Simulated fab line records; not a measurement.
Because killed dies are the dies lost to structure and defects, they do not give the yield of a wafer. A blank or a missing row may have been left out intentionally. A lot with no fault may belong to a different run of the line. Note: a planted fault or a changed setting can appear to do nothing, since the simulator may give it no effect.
fab line records | flow n5Finfet
[record] lots = 7 wafers = 39
route steps=1938 shown FIN_SAQP@108 FIN_CUT@173 DUMMY_GATE@246 HKMG_FIN@402
startH: the number of hours between the record's first day and the start of the first shown wafer of the lot | waitH: hours elapsed since this lot's preceding step | " the same as in the row above | L1.1+2: several wafers, shown together as one row | - no value, or no start was given | * or withheld: withheld | < > ~ a bound
route shown NAME@n: a module of which the file shows steps, and the number in the route of the first | usual: the fault-free wafers' mean and standard deviation | same: alike in all rows | chamber/n: place in a boat | sites: the reading at each site | _std_site: the standard deviation of these | _edge_site: the outer-site mean with the inner-site mean subtracted | radiusMm: how far each site lies from the wafer's centre | mask NAME#n: copy n | behind: the tool/chamber that last shaped the wafer | hold: reason for holding the lot/hours on hold/outcome of the hold | device: which transistor (n, p or np) failed to switch | end of line: at the end of the route, the tests of the same wafers | where a step has no rows: the recipe by itself | killed: the dies lost at the first sort to structure and to defects; this is not the yield of the wafer | map: a wafer's dies, marking killed ones x, the rest . and places with no die _
set.NAME: the setting as run; set.NAME@STEP: as run at that earlier step | model.NAME: the simulator's own value behind a step, which no gauge read
one table per step and one row per wafer, for lots whose settings were changed on purpose
[[steps]]
[step N5_FIN_SAQP_EXPOSE_13]
[recipe] maskId = FIN_CORE na = 1.35 sourceShape = dipole sigmaInner = 0.538 sigmaOuter = 0.738 polarization = te targetCdNm = 35.6 doseMj = 63.25
// columns lot.wafer tool chamber startH waitH mask set.doseMj
L074.1+2+3+4+5+6 arfiScanner-03 0 21.19 - FIN_CORE#0 63.25
L078.1+3+5 arfiScanner-02 0 46.75 - FIN_CORE#0 67.7
L078.2+4+6 " 0 " " FIN_CORE#0 63.25
L079.1+3+4 arfiScanner-03 0 52.51 - FIN_CORE#0 63.25
L079.2+5+6 " 0 " " FIN_CORE#0 59.56
L083.1+2+3+4+5+6 arfiScanner-01 0 76.18 - FIN_CORE#0 63.25
L087.1+2+6 arfiScanner-02 0 100.74 - FIN_CORE#0 63.25
L087.3+4+5 " 0 " " FIN_CORE#0 61.08
L091.1+2+5 arfiScanner-03 0 124.08 - FIN_CORE#0 63.25
L091.3+4+6 " 0 " " FIN_CORE#0 65.67
L092.2+3+6 arfiScanner-02 0 129.03 - FIN_CORE#0 63.25
[step N5_FIN_SAQP_PEB_14]
[recipe] pebTempC = withheld pebTimeS = 60 resist = CAR-ArF
[step N5_FIN_SAQP_DEVELOP_15]
[recipe] developTimeS = 30 developer = TMAH resist = CAR-ArF devTempC = 23 rinseLiquid = diw dry = airSpin
[step N5_FIN_SAQP_CD_MEAS_16]
[recipe] targetCdNm = 35.6 landingEnergyEv = 500 detector = seInlens
[usual] cdNm = 35.54/0.28
// columns lot.wafer tool chamber startH waitH set.doseMj@FIN_SAQP_EXPOSE_13 cdNm
L074.1 cdSem-02 0 21.31 - 63.25 35.42
L074.2 " 0 " " 63.25 35.55
L074.3 " 0 " " 63.25 35.22
L074.4 " 0 " " 63.25 35.85
L074.5 " 0 " " 63.25 35.79
L074.6 " 0 " " 63.25 35.49
L078.1 cdSem-01 0 46.87 - 67.7 34.04
L078.2 " 0 " " 63.25 35.50
L078.3 " 0 " " 67.7 33.92
L078.4 " 0 " " 63.25 35.93
L078.5 " 0 " " 67.7 33.86
L078.6 " 0 " " 63.25 36.21
L079.1 cdSem-01 0 52.64 - 63.25 35.16
L079.2 " 0 " " 59.56 37.04
L079.3 " 0 " " 63.25 35.13
L079.4 " 0 " " 63.25 35.20
L079.5 " 0 " " 59.56 36.97
L079.6 " 0 " " 59.56 36.64
L083.1 cdSem-01 0 76.30 - 63.25 35.43
L083.2 " 0 " " 63.25 35.74
L083.3 " 0 " " 63.25 35.44
L083.4 " 0 " " 63.25 35.95
L083.5 " 0 " " 63.25 35.73
L083.6 " 0 " " 63.25 35.92
L087.1 cdSem-01 0 100.87 - 63.25 35.29
L087.2 " 0 " " 63.25 35.55
L087.3 " 0 " " 61.08 36.30
L087.4 " 0 " " 61.08 36.41
L087.5 " 0 " " 61.08 36.25
L087.6 " 0 " " 63.25 35.17
L091.1 cdSem-02 0 124.21 - 63.25 35.02
L091.2 " 0 " " 63.25 35.46
L091.3 " 0 " " 65.67 33.91
L091.4 " 0 " " 65.67 34.24
L091.5 " 0 " " 63.25 35.71
L091.6 " 0 " " 65.67 34.64
L092.2 cdSem-01 0 129.15 - 63.25 35.83
L092.3 " 0 " " 63.25 35.57
L092.6 " 0 " " 63.25 35.67
[step N5_FIN_CUT_CUT_ETCH_26]
[recipe] chemistry = CH3F/O2 target = SiNx targetDepthA = 390 maskMaterial = SOC timeS = 55.7 pressureMtorr = 30 sourceW = 395 biasW = 73 Ar_flow_sccm = 150 CH3F_flow_sccm = 30 O2_flow_sccm = 20 ionEnergyEv = 120
// columns lot.wafer tool chamber startH waitH set.targetDepthA model.etch.depthNm model.SOC_of_FIN_CUT_COAT_18.thkNm
L074.1 rieDiel-04 1 27.16 0.0 390 39.06 212.6
L074.2 " 2 " " 390 39.3 211.6
L074.3 " 0 " " 390 38.97 212
L074.4 " 3 " " 390 39.17 213.2
L074.5 " 2 " " 390 39 212.8
L074.6 " 1 " " 390 39.35 212.8
L078.1 rieDiel-01 0 54.97 0.0 429.7 42.93 209.8
L078.2 " 1 " " 429.7 42.86 210
L078.3 " 2 " " 390 39.01 212
L078.4 " 3 " " 429.7 42.98 210.2
L078.5 " 0 " " 390 38.69 212.4
L078.6 " 3 " " 390 38.77 212.2
L079.1 rieDiel-01 2 57.82 0.0 412.2 40.83 211.6
L079.2 " 0 " " 390 39.15 211.8
L079.3 " 3 " " 390 39.21 212.6
L079.4 " 1 " " 412.2 41.68 211.2
L079.5 " 0 " " 412.2 41.42 210.6
L079.6 " 3 " " 390 38.8 211.8
L083.1 rieDiel-04 0 81.78 0.0 390 38.08 210.6
L083.2 " 3 " " 414.7 41 209.6
L083.3 " 2 " " 390 38.64 210.2
L083.4 " 1 " " 414.7 41.5 209
L083.5 " 3 " " 414.7 41.15 208.6
L083.6 " 0 " " 390 38.29 211.4
L087.1 rieDiel-03 2 106.99 0.0 390 38.48 210.2
L087.2 " 0 " " 390 38.82 210.2
L087.3 " 1 " " 390 39.14 209.8
L087.4 " 3 " " 390 38.38 210.2
L087.5 " 1 " " 390 39.03 210
L087.6 " 0 " " 390 38.87 209.2
L091.1 rieDiel-03 0 129.77 0.0 390 39.04 211.2
L091.2 " 2 " " 390 39.02 211
L091.3 " 1 " " 390 38.64 211.6
L091.4 " 3 " " 349.6 34.32 212.8
L091.5 " 1 " " 349.6 34.68 213.6
L091.6 " 0 " " 349.6 34.66 213.2
L092.2 rieDiel-01 0 134.24 0.0 390 38.65 211.8
L092.3 " 1 " " 390 38.8 211.2
L092.6 " 2 " " 390 38.16 211.2
[step N5_DUMMY_GATE_ETCH_32]
[recipe] chemistry = CF4 target = SiO2 targetDepthA = 35 timeS = 3.9 ionEnergyEv = 350 pressureMtorr = 10 icpW = 800 biasW = 400 cf4FlowSccm = 80
// columns lot.wafer tool chamber startH waitH set.timeS model.etch.depthNm
L074.1 rieSi-05 0 48.24 0.1 4.375 3.916
L074.2 " 2 " " 4.375 3.721
L074.3 " 1 " " 3.9 3.532
L074.4 " 3 " " 4.375 3.945
L074.5 " 2 " " 3.9 3.348
L074.6 " 3 " " 3.9 3.49
L078.1 rieSi-05 2 73.56 0.1 3.9 3.292
L078.2 " 3 " " 3.9 3.476
L078.3 " 1 " " 3.9 3.525
L078.4 " 0 " " 3.9 3.523
L078.5 " 1 " " 3.9 3.492
L078.6 " 2 " " 3.9 3.324
L079.1 rieSi-02 1 76.60 0.1 4.521 4.133
L079.2 " 3 " " 4.521 4.111
L079.3 " 0 " " 3.9 3.585
L079.4 " 2 " " 3.9 3.554
L079.5 " 0 " " 3.9 3.562
L079.6 " 3 " " 4.521 4.088
L083.1 rieSi-02 3 100.55 0.1 3.9 3.51
L083.2 " 2 " " 3.06 2.738
L083.3 " 0 " " 3.9 3.565
L083.4 " 1 " " 3.06 2.744
L083.5 " 1 " " 3.9 3.478
L083.6 " 2 " " 3.06 2.741
L087.1 rieSi-06 3 132.36 0.1 3.9 3.574
L087.2 " 1 " " 3.318 2.884
L087.3 " 0 " " 3.318 2.927
L087.4 " 2 " " 3.9 3.546
L087.5 " 3 " " 3.9 3.563
L087.6 " 0 " " 3.318 2.936
L091.1 rieSi-06 0 154.70 0.1 3.9 3.463
L091.2 " 3 " " 3.9 3.586
L091.3 " 2 " " 3.9 3.563
L091.4+6 " 1,0 " " 3.9 3.469
L091.5 " 3 " " 3.9 3.582
L092.2 rieSi-06 1 155.40 0.1 3.9 3.468
L092.3 " 0 " " 3.9 3.478
L092.6 " 3 " " 3.9 3.578
[step N5_HKMG_FIN_ETCH_54]
[recipe] chemistry = CF4 target = SiARC targetDepthA = 455 maskMaterial = CAR-ArF timeS = 75.8 ionEnergyEv = 80 pressureMtorr = 40 sourceW = 545 biasW = 36 Ar_flow_sccm = 100 cf4FlowSccm = 100 ends = cleared
[usual] etchRfOnTimeS = 76.6/2 rfVppV = 184.2/1.1
// columns lot.wafer tool chamber startH waitH set.sourceW etchRfOnTimeS rfVppV
L074.1 rieDiel-06 1 71.30 0.0 588.2 69.6 178.7
L074.2 " 2 " " 545 74.3 182.1
L074.3 " 0 " " 545 74.7 186.0
L074.4 " 3 " " 545 79.5 184.6
L074.5 " 1 " " 588.2 70.3 179.4
L074.6 " 0 " " 588.2 69.3 180.5
L078.1 rieDiel-06 0 98.63 0.0 457.9 86.6 196.2
L078.2 " 1 " " 545 74.5 184.0
L078.3 " 2 " " 457.9 86.6 193.4
L078.4 " 3 " " 545 78.1 184.5
L078.5 " 2 " " 545 73.3 183.6
L078.6 " 3 " " 457.9 91.7 197.3
L079.1 rieDiel-05 0 100.70 0.0 611 71.2 176.9
L079.2 " 2 " " 611 71.2 176.5
L079.3 " 1 " " 611 67.8 176.5
L079.4 " 3 " " 545 78.1 184.4
L079.5 " 3 " " 545 78.1 183.8
L079.6 " 2 " " 545 78.9 183.9
L083.1 rieDiel-02 1 124.61 0.0 518.2 81.0 189.0
L083.2 " 3 " " 545 75.8 183.6
L083.3 " 2 " " 545 78.6 185.5
L083.4 " 1 " " 518.2 81.4 189.8
L083.5 " 2 " " 545 77.9 187.1
L083.6 " 3 " " 518.2 78.7 187.7
L087.1 rieDiel-05 2 170.59 0.0 545 78.3 185.1
L087.2 " 1 " " 593.7 69.9 178.3
L087.3 " 0 " " 593.7 73.3 178.9
L087.4 " 3 " " 545 78.5 183.6
L087.5 " 1 " " 593.7 69.4 176.7
L087.6 " 0 " " 545 79.3 184.0
L091.1 rieDiel-06 3 177.73 0.0 606.5 71.7 178.8
L091.2 " 0 " " 545 74.8 186.1
L091.3 " 1 " " 606.5 67.4 177.7
L091.4 " 3 " " 545 78.6 187.3
L091.5 " 0 " " 545 74.6 186.3
L091.6 " 1 " " 606.5 67.6 175.1
L092.2 rieDiel-05 1 181.22 0.0 545 74.7 185.6
L092.3 " 0 " " 545 78.8 182.5
L092.6 " 2 " " 545 78.4 185.2
[step N5_HKMG_FIN_CVD_62]
[recipe] material = a-Si targetThkA = 30 tempC = 500 precursor = Si2H6 pressureTorr = 1 timeS = 20.8
// columns lot.wafer tool chamber startH waitH set.targetThkA model.a-Si_of_HKMG_FIN_CVD_62.thkNm
L074.1+5 thermalCvdSi-01 0,2 73.01 0.2 30 2.8
L074.2+3+4+6 " 1,2,1,0 " " 30 3
L078.1+3 thermalCvdSi-01 1,0 100.32 0.2 30 3
L078.2 " 2 " " 33.4 3.4
L078.4 " 1 " " 30 2.8
L078.5+6 " 0,2 " " 33.4 3.2
L079.1+3+4 thermalCvdSi-02 0,1,2 102.40 0.2 30 2.8
L079.2 " 2 " " 32.97 3
L079.5 " 1 " " 32.97 3.4
L079.6 " 0 " " 32.97 3.2
L083.1+3+4 thermalCvdSi-02 1,2,2 126.31 0.2 26.61 2.6
L083.2+5 " 0 " " 30 3.2
L083.6 " 1 " " 30 3
L087.1 thermalCvdSi-02 2 172.28 0.2 28.03 2.6
L087.2+4 " 0,2 " " 28.03 2.8
L087.3+5+6 " 1,1,0 " " 30 3
L091.1+4+5 thermalCvdSi-02 1,2,1 179.42 0.2 30 3
L091.2+3+6 " 2,1,2 " " 26.65 2.6
L092.2+3 thermalCvdSi-01 0,2 182.93 0.2 30 2.8
L092.6 " 2 " " 30 3
[[key]]
[split] step = N5_FIN_SAQP_EXPOSE_13 setting = doseMj stated = 63.25 by = wafer
[response] step = N5_FIN_SAQP_CD_MEAS_16 reading = cdNm change = -0.285 per = 1% r = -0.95
[split] step = N5_FIN_CUT_CUT_ETCH_26 setting = targetDepthA stated = 390 by = wafer
[response] step = N5_FIN_CUT_CUT_ETCH_26 reading = model.etch.depthNm change = +0.416 per = 1% r = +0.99
[response] step = N5_FIN_CUT_CUT_ETCH_26 reading = model.SOC_of_FIN_CUT_COAT_18.thkNm change = -0.206 per = 1% r = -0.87
[split] step = N5_DUMMY_GATE_ETCH_32 setting = timeS stated = 3.9 by = wafer
[response] step = N5_DUMMY_GATE_ETCH_32 reading = model.etch.depthNm change = +0.0367 per = 1% r = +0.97
[split] step = N5_HKMG_FIN_ETCH_54 setting = sourceW stated = 545 by = wafer
[response] step = N5_HKMG_FIN_ETCH_54 reading = etchRfOnTimeS change = * per = 1% r = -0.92
[response] step = N5_HKMG_FIN_ETCH_54 reading = rfVppV change = -0.706 per = 1% r = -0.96
[split] step = N5_HKMG_FIN_CVD_62 setting = targetThkA stated = 30 by = wafer
[response] step = N5_HKMG_FIN_CVD_62 reading = model.a-Si_of_HKMG_FIN_CVD_62.thkNm change = +0.0383 per = 1% r = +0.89
